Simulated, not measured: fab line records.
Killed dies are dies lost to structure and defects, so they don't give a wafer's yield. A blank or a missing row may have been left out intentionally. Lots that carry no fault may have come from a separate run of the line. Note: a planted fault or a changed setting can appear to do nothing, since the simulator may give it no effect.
fab line records ; flow n5Finfet
[record] lots = 9; wafers = 25; lastDay = 17
route steps=1938 shown BEOL_M2@859 BEOL_M4@1111 PASSIVATION@1936
lots that met no fault: taken from a fault-free run of the same line
startH: the number of hours between the record's first day and the start of the first shown wafer of the lot ; waitH: hours from the lot's prior step to this one ; " as in the row above ; L1.1+2: a single row standing in for several wafers ; - value missing, or start not given ; * or withheld: withheld ; < > ~ a bound
route shown NAME@n: NAME is a module with steps in the file, n the number in the route of the first one ; usual: mean/standard deviation taken from wafers without a fault ; same: alike in all rows ; chamber/n: place in a boat ; sites: readings site by site ; _std_site: the values' standard deviation ; _edge_site: the outer-site mean with the inner-site mean subtracted ; radiusMm: how far each site lies from the wafer's centre ; mask NAME#n: copy n ; behind: the last tool/chamber to shape the wafer ; hold: the reason the lot was held/the length of the hold in hours/how it ended ; device: whichever transistor did not switch (one of n, p or np) ; end of line: the tests these same wafers got at the end of their route ; for a step that has no rows: nothing shown but its recipe ; killed: the dies lost at the first sort to structure and to defects; this is not the yield of the wafer ; map: dies across one wafer; x = killed, . = not, _ = none there
set.NAME: the setting that was run; set.NAME@STEP: the one run at that earlier step ; model.NAME: the simulator's own value behind a step, which no gauge read
a sample of lots followed through the steps of the route, with each step as a table and each wafer as a row
services: from which hour (startH, from the record's first day; less than 0 if before it) a tool's chamber was out of use, for how many hours, and why
[[steps]]
[step N5_BEOL_M2_ETCH_63]
[recipe] chemistry = CF4; target = SiARC; targetDepthA = 156; maskMaterial = CAR-EUV; timeS = 26; ionEnergyEv = 80; pressureMtorr = 40; sourceW = 545; biasW = 36; Ar_flow_sccm = 100; cf4FlowSccm = 100; ends = cleared
[usual] cf4FlowSccm = 100.06/0.28; drypumpMotorCurrentA = 5.9/0.38; etchRfOnTimeS = 26.1/0.68; oesProductAu = 0.70/0.086; rfVppV = 184.2/1.1; showerheadPlenumPTorr = 2.14/0.057; throttleValvePct = 15.6/0.31
lot.wafer;tool;chamber;startH;waitH;cf4FlowSccm;drypumpMotorCurrentA;etchRfOnTimeS;oesProductAu;rfHoursCounterH;rfVppV;showerheadPlenumPTorr;throttleValvePct
L697.2;rieDiel-02;1;142.74;0.0;100.12;6.3;25.5;0.76;24;185.3;2.19;15.6
L697.3;rieDiel-02;3;142.74;0.0;99.85;5.6;26.4;0.62;203;185.5;2.21;15.7
L697.6;rieDiel-02;3;142.74;0.0;99.88;5.6;26.3;0.61;-;184.1;2.21;15.7
L698.2;rieDiel-01;1;148.64;0.0;100.42;5.8;25.6;0.86;3;185.3;2.19;15.4
L698.5;rieDiel-01;2;148.64;0.0;100.17;6.4;26.6;0.58;-;182.5;2.19;15.8
L698.6;rieDiel-01;3;148.64;0.0;100.10;5.6;25.5;0.70;-;184.9;2.17;15.9
L701.1;rieDiel-01;3;162.07;0.0;100.56;5.6;25.1;0.69;120;184.2;2.16;15.9
L701.2;rieDiel-01;0;162.07;0.0;100.20;5.9;27.4;0.60;208;182.4;2.04;16.0
L701.4;rieDiel-01;1;162.07;0.0;100.68;5.8;25.8;0.83;-;184.7;2.19;15.4
L702.2;rieDiel-01;0;167.25;0.0;99.84;5.9;27.4;0.60;211;183.2;2.04;16.0
L702.3;rieDiel-01;1;167.25;0.0;99.79;5.8;26.0;0.82;11;184.2;2.19;15.4
L702.6;rieDiel-01;1;167.25;0.0;99.46;5.8;26.0;0.82;-;185.5;2.19;15.4
L709.4;rieDiel-01;3;212.98;0.0;100.01;5.6;25.3;0.68;138;185.7;2.16;16.0
L709.5;rieDiel-01;1;212.98;0.0;99.94;5.8;25.7;0.79;-;184.3;2.18;15.4
L709.6;rieDiel-01;0;212.98;0.0;99.95;5.9;27.5;0.58;-;183.0;2.03;16.0
L711.2;rieDiel-01;3;220.17;0.0;99.82;5.6;25.3;0.68;141;184.9;2.16;16.0
L711.3;rieDiel-01;0;220.17;0.0;99.95;5.9;27.7;0.59;229;182.4;2.03;16.0
L711.6;rieDiel-01;2;220.17;0.0;100.28;6.5;26.4;0.79;-;185.3;2.19;15.3
L714.1;rieDiel-04;0;242.31;0.0;99.99;5.9;25.1;0.75;43;183.1;2.17;15.1
L714.2;rieDiel-04;1;242.31;0.0;99.92;6.5;26.7;0.68;86;183.6;2.07;15.5
L713.1;rieDiel-02;0;242.55;0.0;99.92;5.9;25.2;0.64;186;184.2;2.11;15.8
L713.2;rieDiel-02;1;242.55;0.0;99.75;6.3;25.7;0.72;59;184.4;2.18;15.7
L718.1;rieDiel-02;0;269.73;0.0;99.69;5.9;25.4;0.62;197;183.6;2.11;15.8
L718.2;rieDiel-02;2;269.73;0.0;100.36;6.0;26.0;0.66;121;183.3;2.16;15.4
L718.3;rieDiel-02;1;269.73;0.0;100.12;6.3;25.7;0.70;70;186.2;2.17;15.7
[step N5_BEOL_M2_CD_MEAS_28]
[recipe] targetCdNm = 26.2; landingEnergyEv = 500; detector = seInlens; targetCdYNm = 24.1; polarity = opening
[usual] cdNm = 26.15/0.23
lot.wafer;tool;chamber;startH;waitH;cdNm
L697.2;cdSem-03;0;143.57;-;26.13
L697.3;cdSem-03;0;143.57;-;26.14
L697.6;cdSem-03;0;143.57;-;26.06
L698.2;cdSem-03;0;149.57;-;26.46
L698.5;cdSem-03;0;149.57;-;25.98
L698.6;cdSem-03;0;149.57;-;26.14
L701.1;cdSem-02;0;162.91;-;26.07
L701.2;cdSem-02;0;162.91;-;25.79
L701.4;cdSem-02;0;162.91;-;26.13
L702.2;cdSem-02;0;168.07;-;25.96
L702.3;cdSem-02;0;168.07;-;26.26
L702.6;cdSem-02;0;168.07;-;26.38
L709.4;cdSem-01;0;213.81;-;26.13
L709.5;cdSem-01;0;213.81;-;26.27
L709.6;cdSem-01;0;213.81;-;25.98
L711.2;cdSem-01;0;221.01;-;26.53
L711.3;cdSem-01;0;221.01;-;25.93
L711.6;cdSem-01;0;221.01;-;26.08
L714.1;cdSem-03;0;243.13;-;26.00
L714.2;cdSem-03;0;243.13;-;26.24
L713.1;cdSem-03;0;243.30;-;26.09
L713.2;cdSem-03;0;243.30;-;26.49
L718.1;cdSem-03;0;270.56;-;25.82
L718.2;cdSem-03;0;270.56;-;26.16
L718.3;cdSem-03;0;270.56;-;26.07
[step N5_BEOL_M2_INSPECT_30]
[recipe] mode = adi; inspectInstrument = brightfield
[usual] rawDefectCount = 434/110
lot.wafer;tool;chamber;startH;waitH;rawDefectCount
L697.2;defectInspect-01;-;143.66;0.0;365
L697.3;defectInspect-01;-;143.66;0.0;311
L697.6;defectInspect-01;-;143.66;0.0;315
L698.2;defectInspect-01;-;149.65;0.0;437
L698.5;defectInspect-01;-;149.65;0.0;289
L698.6;defectInspect-01;-;149.65;0.0;448
L701.1;defectInspect-01;-;163.00;0.1;394
L701.2;defectInspect-01;-;163.00;0.1;431
L701.4;defectInspect-01;-;163.00;0.1;439
L702.2;defectInspect-02;-;168.16;0.0;408
L702.3;defectInspect-02;-;168.16;0.0;362
L702.6;defectInspect-02;-;168.16;0.0;440
L709.4;defectInspect-02;-;213.89;0.0;818
L709.5;defectInspect-02;-;213.89;0.0;1068
L709.6;defectInspect-02;-;213.89;0.0;841
L711.2;defectInspect-02;-;221.10;0.0;978
L711.3;defectInspect-02;-;221.10;0.0;957
L711.6;defectInspect-02;-;221.10;0.0;1058
L714.1;defectInspect-02;-;243.23;0.1;374
L714.2;defectInspect-02;-;243.23;0.1;474
L713.1;defectInspect-02;-;243.39;0.1;284
L713.2;defectInspect-02;-;243.39;0.1;324
L718.1;defectInspect-01;-;270.65;0.1;514
L718.2;defectInspect-01;-;270.65;0.1;410
L718.3;defectInspect-01;-;270.65;0.1;387
[step N5_BEOL_M2_ETCH_77]
[recipe] chemistry = N2/H2; target = underlayer; targetDepthA = 65; maskMaterial = CAR-EUV; timeS = 5.2; ionEnergyEv = 200; pressureMtorr = 30; sourceW = 840; biasW = 150; n2FlowSccm = 200; h2FlowSccm = 200; ends = cleared
[usual] drypumpMotorCurrentA = 5.9/0.38; etchRfOnTimeS = 5.23/0.13; oesProductAu = 0.69/0.078; rfVppV = 524.3/2.2; showerheadPlenumPTorr = 2.55/0.065; throttleValvePct = 17.9/0.31
lot.wafer;tool;chamber;startH;waitH;drypumpMotorCurrentA;etchRfOnTimeS;oesProductAu;rfHoursCounterH;rfVppV;showerheadPlenumPTorr;throttleValvePct
L697.2;rieDiel-04;0;143.72;0.0;5.9;5.02;0.83;6;524.9;2.61;17.3
L697.3;rieDiel-04;2;143.72;0.0;5.4;5.19;0.59;223;526.3;2.62;18.1
L697.6;rieDiel-04;2;143.72;0.0;5.4;5.22;0.57;-;526.1;2.62;18.1
L698.2;rieDiel-02;1;149.79;0.0;6.3;5.12;0.75;26;526.5;2.59;17.8
L698.5;rieDiel-02;1;149.79;0.0;6.3;5.13;0.77;-;525.8;2.59;17.8
L698.6;rieDiel-02;2;149.79;0.0;6.0;5.27;0.68;-;521.1;2.57;17.6
L701.1;rieDiel-02;2;163.36;0.0;6.0;5.23;0.69;93;524.2;2.57;17.6
L701.2;rieDiel-02;0;163.36;0.0;5.9;5.15;0.64;158;523.5;2.55;18.2
L701.4;rieDiel-02;3;163.36;0.0;5.6;5.16;0.61;211;528.2;2.61;17.8
L702.2;rieDiel-02;3;168.23;0.0;5.6;5.28;0.61;212;527.9;2.61;17.8
L702.3;rieDiel-02;2;168.23;0.0;6.0;5.27;0.68;95;525.4;2.56;17.6
L702.6;rieDiel-02;1;168.23;0.0;6.3;5.18;0.74;-;523.3;2.59;17.8
L709.4;rieDiel-04;1;214.33;0.0;6.6;5.48;0.69;74;522.2;2.47;17.8
L709.5;rieDiel-04;1;214.33;0.0;6.6;5.40;0.68;-;523.5;2.47;17.8
L709.6;rieDiel-04;0;214.33;0.0;5.9;5.20;0.77;-;525.5;2.60;17.4
L711.2;rieDiel-01;1;221.16;0.0;5.8;5.20;0.78;30;526.8;2.61;17.8
L711.3;rieDiel-01;3;221.16;0.0;5.6;5.06;0.68;141;525.4;2.56;18.3
L711.6;rieDiel-01;2;221.16;0.0;6.5;5.23;0.79;-;524.5;2.59;17.4
L714.1;rieDiel-01;0;243.32;0.0;5.9;5.54;0.59;237;518.9;2.39;18.2
L714.2;rieDiel-01;1;243.32;0.0;5.8;5.15;0.77;38;525.4;2.60;17.8
L713.1;rieDiel-01;3;243.46;0.0;5.6;5.10;0.66;149;527.3;2.56;18.3
L713.2;rieDiel-01;2;243.46;0.0;6.4;5.29;0.77;26;524.6;2.58;17.4
L718.1;rieDiel-04;1;270.72;0.0;6.6;5.30;0.67;97;523.9;2.46;17.8
L718.2;rieDiel-04;3;270.72;0.0;5.2;5.29;0.80;8;523.6;2.50;18.1
L718.3;rieDiel-04;0;270.72;0.0;5.9;5.07;0.74;55;525.7;2.59;17.4
[step N5_BEOL_M2_ETCH_41]
[recipe] chemistry = CH3F/O2; target = SiCN; targetDepthA = 299; taperDeg = 2; timeS = 52.5; ionEnergyEv = 120; maskMaterial = TiN; pressureMtorr = 30; sourceW = 395; biasW = 75; Ar_flow_sccm = 150; CH3F_flow_sccm = 30; O2_flow_sccm = 20
[usual] CH3F_flow_sccm = 30.01/0.081; drypumpMotorCurrentA = 5.9/0.43; oesProductAu = 0.80/0.096; rfVppV = 297.4/1.3; showerheadPlenumPTorr = 2.01/0.052; throttleValvePct = 16.36/0.3
lot.wafer;tool;chamber;startH;waitH;CH3F_flow_sccm;drypumpMotorCurrentA;oesProductAu;rfHoursCounterH;rfVppV;showerheadPlenumPTorr;throttleValvePct
L697.2;rieDiel-04;1;-;-;29.86;6.6;0.84;51;296.8;1.95;16.21
L697.3;rieDiel-04;0;-;-;29.87;5.9;0.97;6;297.9;2.04;15.75
L697.6;rieDiel-04;2;-;-;30.06;5.4;0.68;-;297.4;2.07;16.62
L698.2;rieDiel-02;3;-;-;30.10;5.6;0.72;208;299.3;2.07;16.42
L698.5;rieDiel-02;2;-;-;30.07;6.0;0.81;-;298.4;2.02;16.02
L698.6;rieDiel-02;3;-;-;30.03;5.6;0.72;-;298.5;2.07;16.44
L701.1;rieDiel-01;1;-;-;29.99;5.8;0.97;11;299.0;2.05;16.14
L701.2;rieDiel-01;3;-;-;29.93;5.6;0.81;123;297.9;2.02;16.66
L701.4;rieDiel-01;3;-;-;29.99;5.6;0.81;-;296.8;2.02;16.66
L702.2;rieDiel-01;0;-;-;29.97;5.9;0.70;212;296.2;1.89;16.65
L702.3;rieDiel-01;1;-;-;30.09;5.8;0.95;12;298.4;2.05;16.16
L702.6;rieDiel-01;2;-;-;30.04;6.5;1.00;-;298.6;2.05;15.99
L709.4;rieDiel-04;3;-;-;30.09;5.2;0.69;246;297.0;1.97;16.76
L709.5;rieDiel-04;1;-;-;29.82;6.6;0.81;-;296.7;1.94;16.25
L709.6;rieDiel-04;2;-;-;30.06;5.4;0.66;-;298.1;2.06;16.66
L711.2;rieDiel-02;2;-;-;30.04;6.1;0.77;114;296.8;2.01;16.06
L711.3;rieDiel-02;0;-;-;29.95;5.9;0.74;177;298.8;1.99;16.50
L711.6;rieDiel-02;1;-;-;30.09;6.3;0.84;-;297.6;2.04;16.41
L714.1;rieDiel-01;2;-;-;29.94;6.5;0.90;26;297.2;2.04;16.03
L714.2;rieDiel-01;3;-;-;30.01;5.6;0.78;149;297.7;2.01;16.72
L713.1;rieDiel-01;2;-;-;29.99;6.4;0.90;27;298.8;2.04;16.05
L713.2;rieDiel-01;0;-;-;29.96;5.9;0.68;237;295.9;1.88;16.70
L718.1;rieDiel-04;3;-;-;30.01;5.2;0.94;8;297.1;1.96;16.38
L718.2;rieDiel-04;0;-;-;30.03;5.9;0.87;55;298.2;2.03;15.84
L718.3;rieDiel-04;1;-;-;30.00;6.6;0.80;98;297.1;1.93;16.30
[step N5_BEOL_M4_RC_MEAS_101]
[usual] DIBL_N = 36.6/2.1; DIBL_P = 36.3/2.2; IOFF_N = 0.16/0.036; IOFF_P = 0.21/0.038; ION_N = 671/12; ION_P = 460/7.5; SS_N = 71.8/0.72; SS_P = 73.3/0.72; VT_N = 250/3.2; VT_P = -250/3.5
lot.wafer;tool;chamber;startH;waitH;DIBL_N[mV/V];DIBL_P[mV/V];IOFF_N[nA/um];IOFF_P[nA/um];ION_N[uA/um];ION_P[uA/um];SS_N[mV/dec];SS_P[mV/dec];VT_N[mV];VT_P[mV]
L697.2;prober-01;0;171.84;0.2;39.8;37.1;0.20;0.26;678;469;72.1;73.7;249;-245
L697.3;prober-01;0;171.84;0.2;37.9;35.5;0.17;0.24;679;473;71.9;73.5;247;-246
L697.6;prober-01;0;171.84;0.2;39.4;36.5;0.19;0.25;666;460;72.7;73.9;247;-246
L698.2;prober-02;0;179.72;0.2;35.4;36.4;0.17;0.22;661;459;72.0;74.1;250;-251
L698.5;prober-02;0;179.72;0.2;36.8;37.3;0.20;0.23;678;460;72.4;74.3;245;-250
L698.6;prober-02;0;179.72;0.2;38.4;40.0;0.23;0.28;680;461;72.7;74.9;243;-248
L701.1;prober-01;0;192.08;0.0;37.5;36.5;0.18;0.23;673;463;71.3;73.2;247;-248
L701.2;prober-01;0;192.08;0.0;38.7;37.5;0.21;0.27;697;474;72.4;73.8;246;-245
L701.4;prober-01;0;192.08;0.0;39.7;39.3;0.24;0.32;686;464;72.7;74.3;242;-242
L702.2;prober-01;0;196.20;0.2;38.5;37.8;0.21;0.25;682;463;72.4;73.7;245;-249
L702.3;prober-01;0;196.20;0.2;38.6;37.6;0.19;0.24;673;457;72.1;74.1;249;-250
L702.6;prober-01;0;196.20;0.2;39.4;37.8;0.20;0.25;678;463;73.1;74.3;249;-248
L709.4;prober-01;0;242.73;0.5;40.5;39.9;0.23;0.26;696;469;72.1;74.7;244;-249
L709.5;prober-01;0;242.73;0.5;42.0;42.1;0.27;0.30;694;470;73.8;74.8;246;-244
L709.6;prober-01;0;242.73;0.5;40.0;37.6;0.20;0.21;666;452;73.2;73.8;249;-251
L711.2;prober-02;0;247.75;0.2;36.7;37.9;0.18;0.20;693;467;71.2;73.5;249;-253
L711.3;prober-02;0;247.75;0.2;36.1;37.2;0.16;0.19;675;455;70.8;73.3;250;-253
L711.6;prober-02;0;247.75;0.2;38.2;38.9;0.19;0.22;673;460;72.4;73.5;251;-248
L713.1;prober-02;0;272.36;0.0;32.8;32.3;0.12;0.17;668;464;70.8;73.3;254;-250
L713.2;prober-02;0;272.36;0.0;33.8;34.7;0.15;0.21;684;470;71.4;73.4;248;-248
L714.1;prober-02;0;275.01;0.0;34.1;35.0;0.13;0.18;680;464;71.4;72.3;249;-251
L714.2;prober-02;0;275.01;0.0;36.6;37.4;0.18;0.21;669;456;72.4;73.0;249;-252
L718.1;prober-01;0;299.79;0.0;36.2;34.9;0.14;0.17;672;461;71.9;72.5;251;-255
L718.2;prober-01;0;299.79;0.0;36.7;35.4;0.14;0.19;673;463;71.5;73.0;250;-253
L718.3;prober-01;0;299.79;0.0;34.0;31.1;0.10;0.13;659;451;70.7;71.5;254;-258
[step N5_PASSIVATION_PROBE_49]
[usual] defectLimitedYield = 91.1/1.4; killed_at_M0_to_M3 = 33/9.1; killed_at_M4_up = 14/5.6; killedAtContacts = 13/5.7; killedAtFrontEnd = 42/12; killedAtOther = 4/3; killedDies = 105/16; killedOnRim = 13/4; killedOpen = 69/11; killedShort = 34/7.5; sort_bin_4_leakage = 0.00/0.0072; sort_bin_5_function = 5.2/0.91; sort_bin_6_memory = 3.3/0.64; sort_bin_8_speed = 0.0/0.37; sortNPass = 1075/16; sortYieldPct = 91.1/1.4
[same] grossDies = 1180; killedAtBackSide = 0
lot.wafer;tool;chamber;startH;waitH;defectLimitedYield[%];killed_at_M0_to_M3;killed_at_M4_up;killedAtContacts;killedAtFrontEnd;killedAtOther;killedDies;killedOnRim;killedOpen;killedShort;sort_bin_4_leakage[%];sort_bin_5_function[%];sort_bin_6_memory[%];sort_bin_8_speed[%];sortNPass;sortYieldPct[%]
L702.2;prober-01;-;300.77;0.5;89.4;39;8;9;65;4;125;16;75;48;0;6.3;4.2;0;1055;89.4
L702.3;prober-01;-;300.82;0.5;89.3;37;13;16;52;8;126;19;76;47;0;6.4;3.9;0;1054;89.3
L702.6;prober-01;-;300.97;0.7;89.5;32;17;15;54;6;124;19;82;39;0;6.2;3.9;0;1056;89.5
L709.4;prober-02;-;341.60;0.2;81.4;146;13;12;47;1;219;30;64;35;0;11.5;4.8;0;961;81.4
L709.5;prober-02;-;341.65;0.2;83.1;151;8;9;29;3;200;8;42;30;0.08;10.6;4.4;0;979;83.0
L709.6;prober-02;-;341.70;0.3;85.8;107;11;6;44;0;168;36;59;25;0;8.1;3.6;0;1012;85.8
L711.2;prober-02;-;346.04;0.1;81.7;141;24;3;48;0;216;24;70;27;0;10.8;4.8;0;964;81.7
L711.3;prober-02;-;346.09;0.1;85.7;113;13;13;29;1;169;32;61;29;0;9.4;3.3;0;1011;85.7
L711.6;prober-02;-;346.24;0.3;83.1;146;16;10;28;0;200;16;60;19;0;10.3;4.1;0;980;83.1
L713.1;prober-01;-;368.26;0.0;95.0;27;9;1;18;4;59;10;31;27;0;3.5;1.4;0;1121;95.0
L713.2;prober-01;-;368.31;0.1;93.1;25;12;4;33;8;82;14;63;19;0;3.7;3.1;0;1098;93.1
L718.1;prober-02;-;411.58;0.0;89.7;40;14;16;40;11;121;21;79;40;0;6.7;3.4;0;1059;89.7
L718.2;prober-02;-;411.63;0.1;89.0;42;24;15;45;4;130;15;97;33;0;5.5;5.1;0;1050;89.0
L718.3;prober-02;-;411.68;0.1;91.9;28;12;13;36;6;95;9;67;26;0;4.5;3.1;0;1085;91.9
// killed by level:class
L702.2 FIN_SAQP:geometricParticle:short=20 FIN_SAQP:geometricParticle:open=20 STI_FIN_REVEAL:geometricParticle:open=14 BEOL_M0_SAQP:geometricParticle:short=13 BEOL_M0_SAQP:geometricParticle:open=10 MOL_CONTACT_COAG:geometricParticle:open=6 BEOL_M0:geometricParticle:open=4 BEOL_M1:geometricParticle:open=4
L702.3 FIN_SAQP:geometricParticle:short=18 MOL_CONTACT_COAG:geometricParticle:open=13 FIN_SAQP:geometricParticle:open=10 BEOL_M0_SAQP:geometricParticle:open=10 DUMMY_GATE:geometricParticle:open=9 BEOL_M0_SAQP:geometricParticle:short=9 BEOL_M1:geometricParticle:open=8 STI_FIN_REVEAL:geometricParticle:open=4
L702.6 FIN_SAQP:geometricParticle:short=15 FIN_SAQP:geometricParticle:open=13 MOL_CONTACT_COAG:geometricParticle:open=12 BEOL_M0_SAQP:geometricParticle:open=10 DUMMY_GATE:geometricParticle:open=8 BEOL_M0_SAQP:geometricParticle:short=7 BEOL_M2:geometricParticle:open=7 BEOL_M5:geometricParticle:open=6
L709.4 BEOL_M2:unspecified=120 MOL_CONTACT_COAG:geometricParticle:open=11 DUMMY_GATE:geometricParticle:open=9 FIN_SAQP:geometricParticle:short=8 BEOL_M0_SAQP:geometricParticle:short=6 STI_FIN_REVEAL:geometricParticle:open=5 ILD0:geometricParticle:open=5 BEOL_M0_SAQP:geometricParticle:open=5
L709.5 BEOL_M2:unspecified=128 MOL_CONTACT_COAG:geometricParticle:open=7 BEOL_M0_SAQP:geometricParticle:short=6 DUMMY_GATE:geometricParticle:open=5 GATE_CUT:geometricParticle:short=5 BEOL_M0_SAQP:geometricParticle:open=4 BEOL_M2:geometricParticle:open=4 STARTING-WAFER:geometricParticle:open=4
L709.6 BEOL_M2:unspecified=78 BEOL_M3:geometricParticle:open=12 GATE_CUT:geometricParticle:short=8 DUMMY_GATE:geometricParticle:open=6 BEOL_M2:geometricParticle:open=6 FIN_SAQP:geometricParticle:open=5 FIN_SAQP:geometricParticle:short=5 STI_FIN_REVEAL:geometricParticle:open=5
L711.2 BEOL_M2:unspecified=119 STI_FIN_REVEAL:geometricParticle:open=16 BEOL_M4:geometricParticle:open=10 BEOL_M2:geometricParticle:open=8 FIN_SAQP:geometricParticle:short=6 FIN_SAQP:geometricParticle:open=6 GATE_CUT:geometricParticle:short=6 BEOL_M0_SAQP:geometricParticle:short=4
L711.3 BEOL_M2:unspecified=78 MOL_CONTACT_COAG:geometricParticle:open=11 BEOL_M0_SAQP:geometricParticle:short=9 BEOL_M0_SAQP:geometricParticle:open=7 GATE_CUT:geometricParticle:short=5 BEOL_M1:geometricParticle:open=5 BEOL_M6:geometricParticle:open=5 FIN_SAQP:geometricParticle:short=4
L711.6 BEOL_M2:unspecified=119 STI_FIN_REVEAL:geometricParticle:open=16 MOL_CONTACT_COAG:geometricParticle:open=9 BEOL_M3:geometricParticle:open=5 BEOL_M0_SAQP:geometricParticle:open=5 BEOL_M4:geometricParticle:open=5 BEOL_M5:geometricParticle:open=5 BEOL_M0:geometricParticle:open=4
L713.1 BEOL_M0_SAQP:geometricParticle:short=7 BEOL_M3:geometricParticle:open=7 FIN_SAQP:geometricParticle:short=6 BEOL_M1:geometricParticle:open=4 FIN_SAQP:geometricParticle:open=2 ILD0:geometricParticle:open=2 GATE_CUT:geometricParticle:open=2 BEOL_M1:geometricParticle:short=2
L713.2 STI_FIN_REVEAL:geometricParticle:open=13 BEOL_M1:geometricParticle:open=12 BEOL_M5:geometricParticle:open=5 BEOL_M0_SAQP:geometricParticle:open=5 FIN_CUT:geometricParticle:short=3 GATE_CUT:geometricParticle:open=3 MOL_CONTACT_COAG:geometricParticle:open=3 BEOL_M3:geometricParticle:open=3
L718.1 STI_FIN_REVEAL:geometricParticle:open=15 BEOL_M1:geometricParticle:open=15 MOL_CONTACT_COAG:geometricParticle:open=13 BEOL_M0_SAQP:geometricParticle:short=11 MIM_TOP_ETCH:geometricParticle:short=7 FIN_SAQP:geometricParticle:short=6 BEOL_M4:geometricParticle:open=6 STARTING-WAFER:geometricParticle:open=6
L718.2 STI_FIN_REVEAL:geometricParticle:open=22 BEOL_M0_SAQP:geometricParticle:open=17 BEOL_M4:geometricParticle:open=13 MOL_CONTACT_COAG:geometricParticle:open=10 BEOL_M3:geometricParticle:open=8 BEOL_M0_SAQP:geometricParticle:short=6 MOL_CONTACT_COAG:geometricParticle:short=5 FIN_SAQP:geometricParticle:open=4
L718.3 STI_FIN_REVEAL:geometricParticle:open=13 MOL_CONTACT_COAG:geometricParticle:open=9 BEOL_M0_SAQP:geometricParticle:open=9 BEOL_M4:geometricParticle:open=6 BEOL_M0_SAQP:geometricParticle:short=6 BEOL_M1:geometricParticle:open=6 BEOL_M2:geometricParticle:open=5 STI_FIN_REVEAL:geometricParticle:short=4
[[services]]
tool;chamber;startH;hours;kind
rieDiel-01;1;118.84;-;clean
rieDiel-01;1;118.84;-;consumableReplace:focusRing
rieDiel-01;1;118.84;22.1;scheduledDown
rieDiel-01;1;118.84;22.1;ventCycle
rieDiel-04;3;133.21;1.2;repair
rieDiel-01;2;154.11;-;clean
rieDiel-01;2;154.11;-;consumableReplace:focusRing
rieDiel-04;2;220.67;-;clean
rieDiel-04;2;220.67;-;consumableReplace:focusRing
rieDiel-04;2;220.67;14.0;scheduledDown
rieDiel-04;2;220.67;14.0;ventCycle
rieDiel-02;2;231.84;21.6;repair
rieDiel-04;3;234.81;-;clean
rieDiel-04;3;234.81;-;consumableReplace:focusRing
rieDiel-04;3;234.81;14.7;scheduledDown
rieDiel-04;3;234.81;14.7;ventCycle
rieDiel-02;3;264.19;-;clean
rieDiel-02;3;264.19;-;consumableReplace:focusRing
rieDiel-02;3;264.19;19.1;scheduledDown
rieDiel-02;3;264.19;19.1;ventCycle
rieDiel-04;2;265.77;9.3;repair
[[key]]
[firstSign] step = N5_BEOL_M2_INSPECT_30; reading = rawDefectCount; direction = up; sigmas = 4.9; usual = 434; struck = 953
[effect] step = N5_PASSIVATION_PROBE_49; reading = killed_at_M0_to_M3; direction = up; sigmas = 11; usual = 33; struck = 134
[moreKillsBornAt] N5_BEOL_M2_ETCH_63@rieDiel-01 = 642
metAt N5_BEOL_M2_ETCH_63
struckLots L709,L711
notActingAt N5_BEOL_M2_CD_MEAS_28,N5_BEOL_M2_ETCH_77,N5_BEOL_M2_ETCH_41
onsetBetween 167.25 212.98
[fault] kind = chamberParticleSource; tool = rieDiel-01; chamber = -; onsetH = 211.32; steps = N5_BEOL_M2_ETCH_63; ratePerVisitCm2 = 0.91122; endH = 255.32
